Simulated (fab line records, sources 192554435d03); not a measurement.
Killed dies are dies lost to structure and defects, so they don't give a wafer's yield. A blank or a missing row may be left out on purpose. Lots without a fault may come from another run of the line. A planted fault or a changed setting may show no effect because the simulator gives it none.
Which tool did it? | flow n5_finfet | 10 lots, 30 wafers sampled, at 3 steps of a route of 1938

WHAT THE GAUGES READ, wafer by wafer
N5_PASSIVATION_CD_MEAS_44: target cd 40000 nm. Usual: cd_nm 40000 nm, standard deviation 3.
lot  | measured     | on        | cd_nm (nm)        | flag
L710 | day 11 05:01 | cd_sem-03 | 39996 39997 39999 |
L711 | day 12 04:50 | cd_sem-01 | 39999 39999 39999 |
L713 | day 12 03:13 | cd_sem-03 | 39999 39999 40003 |
L712 | day 12 10:21 | cd_sem-01 | 40003 40000 40006 |
L714 | day 12 19:41 | cd_sem-01 | 40001 40000 40002 |
L715 | day 13 17:02 | cd_sem-01 | 40000 40000 40000 |
L717 | day 13 20:28 | cd_sem-03 | 40001 40006 40000 |
L718 | day 14 00:34 | cd_sem-03 | 40002 40005 40003 |
L720 | day 14 11:44 | cd_sem-01 | 40000 40006 40002 |
L733 | day 18 04:32 | cd_sem-01 | 40001 40000 40004 |

WHICH TOOL RAN EACH LOT (tool, then ch and the chambers of the sampled wafers, then the start)
lot  | N5_BEOL_M9_STRIP_36                | N5_PASSIVATION_PRE_CLEAN_19
L710 | rie_diel-03 ch 1,2,3, day 9 01:41  | pvd_sputter-03, day 11 02:19
L711 | rie_diel-05 ch 0,2,3, day 9 21:58  | pvd_sputter-01, day 12 01:14
L713 | rie_diel-04 ch 1,2,3, day 10 02:16 | pvd_sputter-01, day 12 00:44
L712 | rie_diel-05 ch 0,2, day 10 03:47   | pvd_sputter-01, day 12 07:21
L714 | rie_diel-05 ch 0,3, day 10 14:10   | pvd_sputter-01, day 12 16:32
L715 | rie_diel-04 ch 0,1,3, day 11 01:11 | pvd_sputter-02, day 13 14:26
L717 | rie_diel-04 ch 0,1,2, day 11 03:53 | pvd_sputter-03, day 13 17:17
L718 | rie_diel-05 ch 0,3, day 11 17:34   | pvd_sputter-02, day 13 21:56
L720 | rie_diel-04 ch 1,2,3, day 11 21:41 | pvd_sputter-02, day 14 08:56
L733 | rie_diel-03 ch 1,3, day 15 23:50   | pvd_sputter-01, day 18 01:56
- N5_BEOL_M9_STRIP_36: strips in N2/H2.
- N5_PASSIVATION_PRE_CLEAN_19

WHAT THE TOOLS THEMSELVES READ (means of the sampled wafers that have a number; where no wafer has one, the mark that the record gives instead)
N5_BEOL_M9_STRIP_36. Usual: bias_power_w 7.001 W, standard deviation 0.021; drypump_motor_current_A 5.6 A, standard deviation 0.54; oes_product_au 0.82 a.u., standard deviation 0.11; rf_vpp_V 59.3 V, standard deviation 1.5; showerhead_plenum_p_Torr 2.52 Torr, standard deviation 0.096; throttle_valve_pct 23.5 %, standard deviation 0.46.
lot  | tool        | bias_power_w (W) | drypump_motor_current_A (A) | oes_product_au (a.u.) | rf_vpp_V (V) | showerhead_plenum_p_Torr (Torr) | throttle_valve_pct (%) | flag
L710 | rie_diel-03 | 7.010            | 5.6                         | 0.86                  | 59.3         | 2.60                            | 23.7                   |
L711 | rie_diel-05 | 7.012            | 5.4                         | 0.84                  | 59.9         | 2.55                            | 22.8                   |
L713 | rie_diel-04 | 7.001            | 5.8                         | 0.73                  | 60.5         | 2.45                            | 23.8                   |
L712 | rie_diel-05 | 6.963            | 5.6                         | 0.72                  | 60.9         | 2.58                            | 22.9                   |
L714 | rie_diel-05 | 7.011            | 5.3                         | 0.90                  | 59.8         | 2.53                            | 22.8                   |
L715 | rie_diel-04 | 7.016            | 5.4                         | 0.71                  | 57.8         | 2.41                            | 23.6                   |
L717 | rie_diel-04 | 7.000            | 5.5                         | 0.70                  | 59.7         | 2.44                            | 23.8                   |
L718 | rie_diel-05 | 6.986            | 5.2                         | 0.89                  | 58.2         | 2.50                            | 22.8                   |
L720 | rie_diel-04 | 6.998            | 5.8                         | 0.70                  | 58.4         | 2.45                            | 23.8                   |
L733 | rie_diel-03 | 6.999            | 5.1                         | 0.83                  | 59.5         | 2.60                            | 24.1                   |

N5_PASSIVATION_PRE_CLEAN_19. Usual: heater_power_w 454 W, standard deviation 43.
lot  | tool           | heater_power_w (W) | flag
L710 | pvd_sputter-03 | 420                |
L711 | pvd_sputter-01 | 493                |
L713 | pvd_sputter-01 | 419                |
L712 | pvd_sputter-01 | 459                |
L714 | pvd_sputter-01 | 488                |
L715 | pvd_sputter-02 | 463                |
L717 | pvd_sputter-03 | 427                |
L718 | pvd_sputter-02 | 461                |
L720 | pvd_sputter-02 | 472                |
L733 | pvd_sputter-01 | 484                |

THE ANSWER, worked out from the rows above alone
Rule: a lot is off if the mean of its wafers that have a number lies more than 3 standard deviations from the usual mean. A lot without any number at a reading at which 4 lots or more have one is off too. The other lots that the step has rows for count as sound. The gauges are gone through in route order, then the tools' own readings, and for those a lot's mean is taken as printed above. The first step at which some lot is off is used, and at that step the reading that is off furthest; a lot without a number counts as furthest.
No lot is off at any reading shown: from this, nothing can be told.

WHAT THE SIMULATOR HAD PUT IN
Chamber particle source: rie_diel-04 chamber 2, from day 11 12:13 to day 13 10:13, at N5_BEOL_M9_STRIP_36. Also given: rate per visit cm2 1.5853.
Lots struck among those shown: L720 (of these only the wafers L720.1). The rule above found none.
